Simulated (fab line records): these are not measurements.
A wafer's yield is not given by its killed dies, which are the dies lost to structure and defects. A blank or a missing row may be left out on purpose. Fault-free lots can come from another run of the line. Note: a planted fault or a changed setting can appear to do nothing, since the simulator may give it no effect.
fab line records	flow n5_finfet
[record] lots = 7	wafers = 21
route steps=1938 shown BEOL_M6@1216 BEOL_M7@1267 BEOL_M8@1368
start_h: hours from the record's first day to the start of the lot's first wafer shown	wait_h: how many hours have passed since the lot's step before this one	" same as the row above	L1.1+2: a single row standing in for several wafers	- no value present, or no start provided	* or withheld: withheld	< > ~ a bound
route shown NAME@n: a module of which the file shows steps, and the number in the route of the first	usual: mean/standard deviation of fault-free wafers	same: alike in all rows	chamber/n: place in a boat	sites: readings site by site	_std_site: standard deviation across them	_edge_site: outer sites' mean less inner sites'	radius_mm: how far each site lies from the wafer's centre	mask NAME#n: copy n	behind: the most recent tool/chamber to have shaped the wafer	hold: reason for holding the lot/hours on hold/outcome of the hold	device: whichever transistor did not switch (one of n, p or np)	end of line: the route-end tests of the same wafers	a step without rows: its recipe alone	killed: not the wafer's yield, but the dies lost to structure and defects at the first sort	map: a wafer's dies, x killed, . not, _ none there
set.NAME: the setting as run; set.NAME@STEP: as run at that earlier step	model.NAME: the simulator's own value behind a step, which no gauge read
one table per step and one row per wafer, for lots whose settings were changed on purpose
[[steps]]
[step N5_BEOL_M6_STRIP_19]
[recipe] chemistry = O2	power_w = 400	temp_c = 40	pressure_mtorr = 30	rf_frequency_hz = 6e+07	bias_power_w = 0	overash_fraction = 0.2	o2_flow_sccm = 225
lot.wafer	tool	chamber	start_h	wait_h	set.temp_c
L079.2+5+6	rie_diel-03	1,2,1	216.72	0.1	40
L078.1+3	rie_diel-01	3,2	217.61	0.2	40
L078.5	"	3	"	"	38.65
L081.3+4+6	rie_diel-03	0,2,0	234.06	0.1	40
L083.1+2	rie_diel-03	2,1	240.09	0.1	42.6
L083.4	"	0	"	"	40
L086.2+4	rie_diel-01	2,3	268.10	0.1	40
L086.6	"	0	"	"	41
L089.2+4+5	rie_diel-01	3,0,3	278.46	0.4	40
L091.1+2	rie_diel-03	1,3	286.44	0.1	40
L091.4	"	0	"	"	41.94
[step N5_BEOL_M6_CD_MEAS_18]
[recipe] pitch_nm = 80	target_cd_nm = 40
[usual] cd_nm = 39.9/0.58
lot.wafer	tool	chamber	start_h	wait_h	set.dose_mj@BEOL_M6_EXPOSE_08	cd_nm
L079.2	cd_sem-03	-	216.79	0.1	73.11	43.9
L079.5	"	-	"	"	68.25	40.1
L079.6	"	-	"	"	68.25	40.6
L078.1	cd_sem-01	-	217.68	0.0	63.57	36.5
L078.3	"	-	"	"	68.25	40.1
L078.5	"	-	"	"	68.25	39.6
L081.3	cd_sem-01	-	234.13	0.1	68.25	39.2
L081.4	"	-	"	"	66.38	38.1
L081.6	"	-	"	"	66.38	38.6
L083.1	cd_sem-01	-	240.16	0.0	68.25	40.9
L083.2	"	-	"	"	65.44	38.9
L083.4	"	-	"	"	65.44	38.4
L086.2	cd_sem-02	-	268.17	0.1	68.25	39.9
L086.4	"	-	"	"	68.25	39.9
L086.6	"	-	"	"	68.25	39.1
L089.2	cd_sem-01	-	278.53	0.1	68.25	40.8
L089.4	"	-	"	"	68.25	40.3
L089.5	"	-	"	"	68.25	39.9
L091.1	cd_sem-02	-	286.51	0.0	68.25	39.4
L091.2	"	-	"	"	68.25	39.6
L091.4	"	-	"	"	68.25	39.4
[step N5_BEOL_M6_COAT_63]
[recipe] resist = SOC	temp_c = 250	time_s = 60	spin_rpm = 1500	resist_thk_nm = 60
[step N5_BEOL_M6_COAT_64]
[recipe] resist = SiARC	temp_c = 220	time_s = 60	spin_rpm = 1500	resist_thk_nm = 12
[step N5_BEOL_M6_PRECLEAN_42]
[recipe] chemistry = residue_remover	time_s = 60	temp_c = 40
[step N5_BEOL_M6_SRD_43]
[recipe] time_s = 30	temp_c = 23	rinse_liquid = diw	dry = ipa_marangoni
[step N5_BEOL_M6_CD_MEAS_35]
[recipe] target_cd_nm = 40	target_cd_y_nm = 28	polarity = opening
[usual] cd_nm = 39.9/0.58
lot.wafer	tool	chamber	start_h	wait_h	set.dose_mj@BEOL_M6_EXPOSE_08	cd_nm
L079.2	cd_sem-01	-	218.93	0.0	73.11	43.8
L079.5	"	-	"	"	68.25	40.1
L079.6	"	-	"	"	68.25	40.7
L078.1	cd_sem-02	-	220.56	0.0	63.57	36.5
L078.3	"	-	"	"	68.25	39.9
L078.5	"	-	"	"	68.25	39.6
L081.3	cd_sem-02	-	237.96	0.0	68.25	39.2
L081.4	"	-	"	"	66.38	38.9
L081.6	"	-	"	"	66.38	38.7
L083.1	cd_sem-03	-	241.35	0.0	68.25	41.2
L083.2	"	-	"	"	65.44	39.0
L083.4	"	-	"	"	65.44	38.5
L086.2	cd_sem-01	-	272.09	0.0	68.25	40.0
L086.4	"	-	"	"	68.25	39.7
L086.6	"	-	"	"	68.25	39.5
L089.2	cd_sem-02	-	280.21	0.0	68.25	40.6
L089.4	"	-	"	"	68.25	40.7
L089.5	"	-	"	"	68.25	39.6
L091.1	cd_sem-01	-	292.41	0.0	68.25	39.2
L091.2	"	-	"	"	68.25	40.6
L091.4	"	-	"	"	68.25	39.8
[step N5_BEOL_M7_HM_DEP_02]
[recipe] material = TiN	target_thk_a = 200	temp_c = 25	chamber_pressure_pa = 0.49996
lot.wafer	tool	chamber	start_h	wait_h	set.target_thk_a	model.TiN_of_BEOL_M7_HM_DEP_02.thk_nm
L079.2+6	pvd_sputter-02	-	223.78	0.2	200	19.6
L079.5	"	-	"	"	200	19.8
L078.1	pvd_sputter-02	-	227.97	3.6	200	20.4
L078.3	"	-	"	"	185.8	18.8
L078.5	"	-	"	"	200	20.2
L081.3+6	pvd_sputter-01	-	245.24	2.4	200	20
L081.4	"	-	"	"	213.9	21.4
L083.1+4	pvd_sputter-01	-	246.79	0.1	200	19.4
L083.2	"	-	"	"	200	19.6
L086.2	pvd_sputter-01	-	277.61	2.0	181.8	18.4
L086.4	"	-	"	"	200	20.2
L086.6	"	-	"	"	181.8	18
L089.2	pvd_sputter-01	-	285.01	1.3	200	20
L089.4	"	-	"	"	200	19.6
L089.5	"	-	"	"	200	19.8
L091.1+2+4	pvd_sputter-02	-	295.95	0.5	200	20
[step N5_BEOL_M7_EXPOSE_08]
[recipe] mask_id = M7	na = 1.35	source_shape = dipole	sigma_inner = 0.817	sigma_outer = 0.97	polarization = te	dose_mj = 68.25
lot.wafer	tool	chamber	start_h	wait_h	mask	set.dose_mj
L079.2+6	arfi_scanner-03	0	224.03	-	M7#0	68.25
L079.5	"	0	"	"	M7#0	71
L078.1	arfi_scanner-02	0	228.34	-	M7#0	69.85
L078.3+5	"	0	"	"	M7#0	68.25
L081.3+6	arfi_scanner-03	0	246.74	-	M7#0	63.9
L081.4	"	0	"	"	M7#0	68.25
L083.1+4	arfi_scanner-03	0	247.03	-	M7#0	64.22
L083.2	"	0	"	"	M7#0	68.25
L086.2+4+6	arfi_scanner-02	0	277.98	-	M7#0	68.25
L089.2+4+5	arfi_scanner-02	0	285.26	-	M7#0	68.25
L091.1+2+4	arfi_scanner-02	0	296.20	-	M7#0	68.25
[step N5_BEOL_M7_PEB_09]
[recipe] peb_temp_c = withheld	peb_time_s = 60	resist = CAR-ArF
[step N5_BEOL_M7_DEVELOP_10]
[recipe] develop_time_s = 30	developer = TMAH	resist = CAR-ArF	rinse_liquid = diw	dry = air_spin	dev_temp_c = 23
[step N5_BEOL_M7_CD_MEAS_11]
[recipe] target_cd_nm = 38.5	landing_energy_ev = 500	detector = se_inlens	polarity = opening
[usual] cd_nm = 38.3/0.43
lot.wafer	tool	chamber	start_h	wait_h	set.dose_mj@BEOL_M7_EXPOSE_08	cd_nm
L079.2	cd_sem-03	0	224.15	-	68.25	38.7
L079.5	"	0	"	"	71	40.2
L079.6	"	0	"	"	68.25	38.5
L078.1	cd_sem-03	0	228.47	-	69.85	39.6
L078.3	"	0	"	"	68.25	38.3
L078.5	"	0	"	"	68.25	38.0
L081.3	cd_sem-02	0	246.86	-	63.9	35.4
L081.4	"	0	"	"	68.25	38.0
L081.6	"	0	"	"	63.9	35.7
L083.1	cd_sem-01	0	247.16	-	64.22	36.4
L083.2	"	0	"	"	68.25	39.0
L083.4	"	0	"	"	64.22	35.3
L086.2	cd_sem-02	0	278.11	-	68.25	37.7
L086.4	"	0	"	"	68.25	39.2
L086.6	"	0	"	"	68.25	37.7
L089.2	cd_sem-02	0	285.38	-	68.25	38.4
L089.4	"	0	"	"	68.25	38.3
L089.5	"	0	"	"	68.25	38.2
L091.1	cd_sem-01	0	296.33	-	68.25	38.7
L091.2	"	0	"	"	68.25	38.2
L091.4	"	0	"	"	68.25	38.7
[step N5_BEOL_M7_DESCUM_16]
[recipe] chemistry = O2	time_s = 7.9	source_power_w = 50	bias_power_w = 20	pressure_mtorr = 20	rf_frequency_hz = 2.712e+07	temp_c = 40	resist = CAR-ArF	o2_flow_sccm = 225
[step N5_BEOL_M7_ETCH_61]
[recipe] chemistry = CF4	target = SiARC	target_depth_a = 455	mask_material = CAR-ArF	time_s = 75.8	ion_energy_ev = 80	pressure_mtorr = 40	source_w = 545	bias_w = 36	Ar_flow_sccm = 100	cf4_flow_sccm = 100	ends = cleared
lot.wafer	tool	chamber	start_h	wait_h	set.dose_mj@BEOL_M7_EXPOSE_08	model.BEOL_M7.cd_offset_nm
L079.2	rie_diel-05	0	224.51	0.0	68.25	0.2
L079.5	"	0	"	"	71	2.2
L079.6	"	2	"	"	68.25	0
L078.1	rie_diel-05	1	228.85	0.0	69.85	1.2
L078.3	"	2	"	"	68.25	-0.8
L078.5	"	2	"	"	68.25	-0.4
L081.3	rie_diel-05	0	246.98	0.0	63.9	-2.8
L081.4	"	2	"	"	68.25	-0.4
L081.6	"	3	"	"	63.9	-2.4
L083.1	rie_diel-05	0	247.28	0.0	64.22	-2.6
L083.2	"	3	"	"	68.25	0.2
L083.4	"	1	"	"	64.22	-3
L086.2+6	rie_diel-05	3,0	278.41	0.0	68.25	-0.8
L086.4	"	1	"	"	68.25	0
L089.2+4+5	rie_diel-02	2,0,2	285.51	0.0	68.25	0
L091.1+4	rie_diel-04	1,0	296.45	0.0	68.25	0.2
L091.2	"	2	"	"	68.25	-0.4
[step N5_BEOL_M7_ETCH_62]
[recipe] chemistry = N2/H2	target = SOC	target_depth_a = 1100	overetch_a = 220	mask_material = SiARC	temp_c = 40	time_s = 165	ion_energy_ev = 200	pressure_mtorr = 30	source_w = 840	bias_w = 150	n2_flow_sccm = 200	h2_flow_sccm = 200
lot.wafer	tool	chamber	start_h	wait_h	set.dose_mj@BEOL_M7_EXPOSE_08	model.BEOL_M7.cd_offset_nm
L079.2+6	rie_diel-05	0,2	224.57	0.0	68.25	-0.2
L079.5	"	0	"	"	71	1.8
L078.1	rie_diel-05	1	228.91	0.0	69.85	1.2
L078.3+5	"	2	"	"	68.25	-0.6
L081.3	rie_diel-05	0	247.03	0.0	63.9	-3
L081.4	"	2	"	"	68.25	-0.6
L081.6	"	3	"	"	63.9	-2.6
L083.1+4	rie_diel-05	0,1	247.34	0.0	64.22	-2.8
L083.2	"	3	"	"	68.25	0.4
L086.2+6	rie_diel-05	3,0	278.46	0.0	68.25	-0.8
L086.4	"	1	"	"	68.25	0.4
L089.2+5	rie_diel-02	2	285.56	0.0	68.25	0.2
L089.4	"	0	"	"	68.25	0
L091.1	rie_diel-04	1	296.51	0.0	68.25	0.6
L091.2	"	2	"	"	68.25	-0.2
L091.4	"	0	"	"	68.25	0.2
[step N5_BEOL_M7_STRIP_68]
[recipe] chemistry = N2/H2	temp_c = 40	n2_flow_sccm = 200	h2_flow_sccm = 200	rf_frequency_hz = 6e+07
[step N5_BEOL_M7_STRIP_67]
[recipe] chemistry = CF4	resist = SiARC	power_w = 300	bias_power_w = 75	pressure_mtorr = 50	cf4_flow_sccm = 150	rf_frequency_hz = 6e+07
[step N5_BEOL_M7_HM_OPEN_17]
[recipe] chemistry = Cl2/BCl3	target_depth_a = 200	overetch_a = 60	target = TiN	mask_material = SOC	ion_energy_ev = 150	pressure_mtorr = 10	icp_w = 1000	bias_w = 126	Cl2_flow_sccm = 53.25	bcl3_flow_sccm = 21.75	Ar_flow_sccm = 25
lot.wafer	tool	chamber	start_h	wait_h	set.target_thk_a@BEOL_M7_HM_DEP_02	model.etch.depth_nm
L079.2+6	rie_metal-02	0,1	224.76	0.0	200	19.69
L079.5	"	0	"	"	200	19.73
L078.1	rie_metal-03	0	229.09	0.0	200	20.39
L078.3	"	0	"	"	185.8	18.86
L078.5	"	1	"	"	200	20.18
L081.3	rie_metal-02	1	247.25	0.1	200	20.03
L081.4	"	0	"	"	213.9	21.46
L081.6	"	0	"	"	200	19.98
L083.1	rie_metal-01	1	247.53	0.0	200	19.36
L083.2	"	0	"	"	200	19.66
L083.4	"	1	"	"	200	19.43
L086.2	rie_metal-03	0	278.65	0.0	181.8	18.34
L086.4	"	1	"	"	200	20.28
L086.6	"	1	"	"	181.8	18.09
L089.2	rie_metal-03	0	285.76	0.0	200	20.02
L089.4	"	1	"	"	200	19.69
L089.5	"	0	"	"	200	19.87
L091.1	rie_metal-02	0	296.69	0.0	200	20.05
L091.2+4	"	1,0	"	"	200	19.96
[step N5_BEOL_M7_STRIP_19]
[recipe] chemistry = O2	power_w = 400	temp_c = 40	pressure_mtorr = 30	rf_frequency_hz = 6e+07	bias_power_w = 0	overash_fraction = 0.2	o2_flow_sccm = 225
[step N5_BEOL_M7_CD_MEAS_18]
[recipe] pitch_nm = 80	target_cd_nm = 40
[usual] cd_nm = 39.9/0.5
lot.wafer	tool	chamber	start_h	wait_h	set.dose_mj@BEOL_M7_EXPOSE_08	cd_nm
L079.2	cd_sem-01	-	224.94	0.1	68.25	39.7
L079.5	"	-	"	"	71	41.6
L079.6	"	-	"	"	68.25	40.1
L078.1	cd_sem-03	-	229.36	0.1	69.85	41.4
L078.3	"	-	"	"	68.25	39.6
L078.5	"	-	"	"	68.25	39.3
L081.3	cd_sem-02	-	247.41	0.1	63.9	37.1
L081.4	"	-	"	"	68.25	39.5
L081.6	"	-	"	"	63.9	37.3
L083.1	cd_sem-01	-	247.71	0.0	64.22	36.9
L083.2	"	-	"	"	68.25	40.2
L083.4	"	-	"	"	64.22	37.3
L086.2	cd_sem-03	-	278.84	0.1	68.25	39.2
L086.4	"	-	"	"	68.25	40.6
L086.6	"	-	"	"	68.25	39.4
L089.2	cd_sem-02	-	285.94	0.1	68.25	40.1
L089.4	"	-	"	"	68.25	39.8
L089.5	"	-	"	"	68.25	39.9
L091.1	cd_sem-03	-	297.16	0.0	68.25	40.7
L091.2	"	-	"	"	68.25	39.7
L091.4	"	-	"	"	68.25	40.5
[step N5_BEOL_M7_COAT_63]
[recipe] resist = SOC	temp_c = 250	time_s = 60	spin_rpm = 1500	resist_thk_nm = 60
[step N5_BEOL_M7_COAT_64]
[recipe] resist = SiARC	temp_c = 220	time_s = 60	spin_rpm = 1500	resist_thk_nm = 12
[step N5_BEOL_M7_STRIP_76]
[recipe] chemistry = C4F6/O2	resist = SiARC	rf_frequency_hz = 6e+07
[step N5_BEOL_M7_STRIP_36]
[recipe] chemistry = N2/H2	power_w = 450	temp_c = 40	pressure_mtorr = 20	rf_frequency_hz = 6e+07	overash_fraction = 0.3	bias_power_w = 7	h2_frac = 0.5	n2_flow_sccm = 200	h2_flow_sccm = 200
[step N5_BEOL_M7_TRENCH_ETCH_37]
[recipe] chemistry = C4F6/O2	target_depth_a = 934.78	target = SiCOH_lowk	time_s = 31.2	ion_energy_ev = 250	pressure_mtorr = 30	source_w = 345	bias_w = 185	Ar_flow_sccm = 300	C4F6_flow_sccm = 10	O2_flow_sccm = 10
lot.wafer	tool	chamber	start_h	wait_h	set.target_thk_a@BEOL_M7_HM_DEP_02	model.TiN_of_BEOL_M7_HM_DEP_02.thk_nm
L079.2+5+6	rie_diel-04	3,0,1	-	-	200	17
L078.1	rie_diel-02	2	-	-	200	17.8
L078.3	"	3	"	"	185.8	16.2
L078.5	"	3	"	"	200	17.6
L081.3+6	rie_diel-05	3,0	-	-	200	17.4
L081.4	"	2	"	"	213.9	18.8
L083.1+4	rie_diel-05	0,1	-	-	200	16.8
L083.2	"	3	"	"	200	17
L086.2	rie_diel-04	0	-	-	181.8	15.6
L086.4	"	3	"	"	200	17.6
L086.6	"	3	"	"	181.8	15.4
L089.2	rie_diel-02	3	-	-	200	17.4
L089.4	"	2	"	"	200	17
L089.5	"	1	"	"	200	17.2
L091.1	rie_diel-04	2	-	-	200	17.4
L091.2+4	"	1,3	"	"	200	17.2
[step N5_BEOL_M7_ETCH_41]
[recipe] chemistry = CH3F/O2	target = SiCN	target_depth_a = 319	taper_deg = 2	time_s = 57.8	ion_energy_ev = 120	mask_material = TiN	pressure_mtorr = 30	source_w = 395	bias_w = 75	Ar_flow_sccm = 150	CH3F_flow_sccm = 30	O2_flow_sccm = 20
[step N5_BEOL_M7_STRIP_80]
[recipe] chemistry = N2/H2	time_s = 10	power_w = 450	temp_c = 40	pressure_mtorr = 20	rf_frequency_hz = 6e+07	bias_power_w = 7	n2_flow_sccm = 200	h2_flow_sccm = 200
[step N5_BEOL_M7_PRECLEAN_42]
[recipe] chemistry = residue_remover	time_s = 60	temp_c = 40
[step N5_BEOL_M7_SRD_43]
[recipe] time_s = 30	temp_c = 23	rinse_liquid = diw	dry = ipa_marangoni
[step N5_BEOL_M7_CD_MEAS_35]
[recipe] target_cd_nm = 40	polarity = opening
[usual] cd_nm = 39.9/0.52
lot.wafer	tool	chamber	start_h	wait_h	set.dose_mj@BEOL_M7_EXPOSE_08	cd_nm
L079.2	cd_sem-02	-	228.37	0.0	68.25	39.5
L079.5	"	-	"	"	71	41.9
L079.6	"	-	"	"	68.25	39.8
L078.1	cd_sem-01	-	230.63	0.0	69.85	41.2
L078.3	"	-	"	"	68.25	39.6
L078.5	"	-	"	"	68.25	39.4
L081.3	cd_sem-03	-	249.42	0.0	63.9	37.1
L081.4	"	-	"	"	68.25	39.3
L081.6	"	-	"	"	63.9	37.3
L083.1	cd_sem-02	-	249.82	0.0	64.22	37.1
L083.2	"	-	"	"	68.25	40.5
L083.4	"	-	"	"	64.22	37.3
L086.2	cd_sem-02	-	280.08	0.0	68.25	39.2
L086.4	"	-	"	"	68.25	40.2
L086.6	"	-	"	"	68.25	39.6
L089.2	cd_sem-03	-	292.42	0.0	68.25	40.7
L089.4	"	-	"	"	68.25	40.2
L089.5	"	-	"	"	68.25	40.0
L091.1	cd_sem-02	-	302.36	0.0	68.25	40.7
L091.2	"	-	"	"	68.25	39.7
L091.4	"	-	"	"	68.25	40.6
[step N5_BEOL_M8_DESCUM_33]
[recipe] chemistry = O2	time_s = 7	source_power_w = 50	bias_power_w = 20	pressure_mtorr = 20	rf_frequency_hz = 2.712e+07	temp_c = 40	resist = CAR-EUV	o2_flow_sccm = 225
lot.wafer	tool	chamber	start_h	wait_h	set.time_s	model.CAR-EUV_of_BEOL_M8_COAT_22.thk_nm
L079.2+5	rie_diel-01	0,2	236.27	0.4	7	26
L079.6	"	3	"	"	7	25.8
L078.1+5	rie_diel-01	1	240.56	0.0	7	26
L078.3	"	0	"	"	7	26.2
L081.3+6	rie_diel-01	0,3	254.76	0.4	7	26
L081.4	"	3	"	"	8.078	25.4
L083.1+4	rie_diel-06	1	255.01	0.3	7.78	25.6
L083.2	"	2	"	"	7	25.8
L086.2	rie_diel-03	2	292.93	0.8	7	26
L086.4	"	0	"	"	7	26.2
L086.6	"	0	"	"	8.267	25.6
L089.2+4	rie_diel-06	1,0	301.84	0.2	7	26.2
L089.5	"	2	"	"	7	26
L091.1+4	rie_diel-06	3,1	310.51	0.0	6.286	26.6
L091.2	"	0	"	"	7	26.2
[step N5_BEOL_M8_ETCH_72]
[recipe] chemistry = N2/H2	target = underlayer	target_depth_a = 65	mask_material = CAR-EUV	time_s = 5.2	ion_energy_ev = 200	pressure_mtorr = 30	source_w = 840	bias_w = 150	n2_flow_sccm = 200	h2_flow_sccm = 200	ends = cleared
lot.wafer	tool	chamber	start_h	wait_h	set.time_s@BEOL_M8_DESCUM_33	model.CAR-EUV_of_BEOL_M8_COAT_22.thk_nm
L079.2+5+6	rie_diel-01	0,2,3	236.31	0.0	7	20.2
L078.1+5	rie_diel-01	1	240.60	0.0	7	20.2
L078.3	"	0	"	"	7	20.4
L081.3+6	rie_diel-01	0,3	254.80	0.0	7	20.2
L081.4	"	3	"	"	8.078	19.8
L083.1	rie_diel-06	1	255.04	0.0	7.78	19.8
L083.2	"	2	"	"	7	20.2
L083.4	"	1	"	"	7.78	20
L086.2	rie_diel-03	2	292.96	0.0	7	20.4
L086.4	"	0	"	"	7	20.6
L086.6	"	0	"	"	8.267	19.8
L089.2+5	rie_diel-06	1,2	301.87	0.0	7	20.4
L089.4	"	0	"	"	7	20.6
L091.1+4	rie_diel-06	3,1	310.54	0.0	6.286	20.8
L091.2	"	0	"	"	7	20.6
[step N5_BEOL_M8_ETCH_65]
[recipe] chemistry = CF4	target = SiARC	target_depth_a = 156	mask_material = CAR-EUV	time_s = 26	ion_energy_ev = 80	pressure_mtorr = 40	source_w = 545	bias_w = 36	Ar_flow_sccm = 100	cf4_flow_sccm = 100	ends = cleared
lot.wafer	tool	chamber	start_h	wait_h	set.time_s@BEOL_M8_DESCUM_33	model.CAR-EUV_of_BEOL_M8_COAT_22.thk_nm
L079.2+5+6	rie_diel-01	0,2,3	236.33	0.0	7	11
L078.1+5	rie_diel-01	1	240.62	0.0	7	11
L078.3	"	0	"	"	7	11.2
L081.3+6	rie_diel-01	0,3	254.81	0.0	7	11
L081.4	"	3	"	"	8.078	10.6
L083.1	rie_diel-06	1	255.06	0.0	7.78	10.6
L083.2	"	2	"	"	7	10.8
L083.4	"	1	"	"	7.78	10.8
L086.2+4	rie_diel-03	2,0	292.98	0.0	7	11.2
L086.6	"	0	"	"	8.267	10.6
L089.2+5	rie_diel-06	1,2	301.89	0.0	7	11.2
L089.4	"	0	"	"	7	11.4
L091.1+4	rie_diel-06	3,1	310.56	0.0	6.286	11.6
L091.2	"	0	"	"	7	11.2
[[key]]
[split] step = N5_BEOL_M6_STRIP_19	setting = temp_c	stated = 40	by = wafer
response none clear
[split] step = N5_BEOL_M7_HM_DEP_02	setting = target_thk_a	stated = 200	by = wafer
[response] step = N5_BEOL_M7_HM_DEP_02	reading = model.TiN_of_BEOL_M7_HM_DEP_02.thk_nm	change = +0.213	per = 1%	r = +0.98
[response] step = N5_BEOL_M7_HM_OPEN_17	reading = model.etch.depth_nm	change = +0.215	per = 1%	r = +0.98
[response] step = N5_BEOL_M7_TRENCH_ETCH_37	reading = model.TiN_of_BEOL_M7_HM_DEP_02.thk_nm	change = +0.218	per = 1%	r = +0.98
[split] step = N5_BEOL_M7_EXPOSE_08	setting = dose_mj	stated = 68.25	by = wafer
[response] step = N5_BEOL_M7_CD_MEAS_11	reading = cd_nm	change = +0.451	per = 1%	r = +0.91
[response] step = N5_BEOL_M7_ETCH_61	reading = model.BEOL_M7.cd_offset_nm	change = +0.457	per = 1%	r = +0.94
[response] step = N5_BEOL_M7_ETCH_62	reading = model.BEOL_M7.cd_offset_nm	change = +0.465	per = 1%	r = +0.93
[response] step = N5_BEOL_M7_CD_MEAS_18	reading = cd_nm	change = +0.455	per = 1%	r = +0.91
[response] step = N5_BEOL_M7_CD_MEAS_35	reading = cd_nm	change = +0.474	per = 1%	r = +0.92
[split] step = N5_BEOL_M8_DESCUM_33	setting = time_s	stated = 7	by = wafer
[response] step = N5_BEOL_M8_DESCUM_33	reading = model.CAR-EUV_of_BEOL_M8_COAT_22.thk_nm	change = -0.031	per = 1%	r = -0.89
[response] step = N5_BEOL_M8_ETCH_72	reading = model.CAR-EUV_of_BEOL_M8_COAT_22.thk_nm	change = -0.0305	per = 1%	r = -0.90
[response] step = N5_BEOL_M8_ETCH_65	reading = model.CAR-EUV_of_BEOL_M8_COAT_22.thk_nm	change = -0.028	per = 1%	r = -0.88
split outside_this_file step=N5_BEOL_M6_EXPOSE_08 setting=dose_mj
// split outside_this_file: this setting was split too, and the file shows its column; the key of that split is in another file
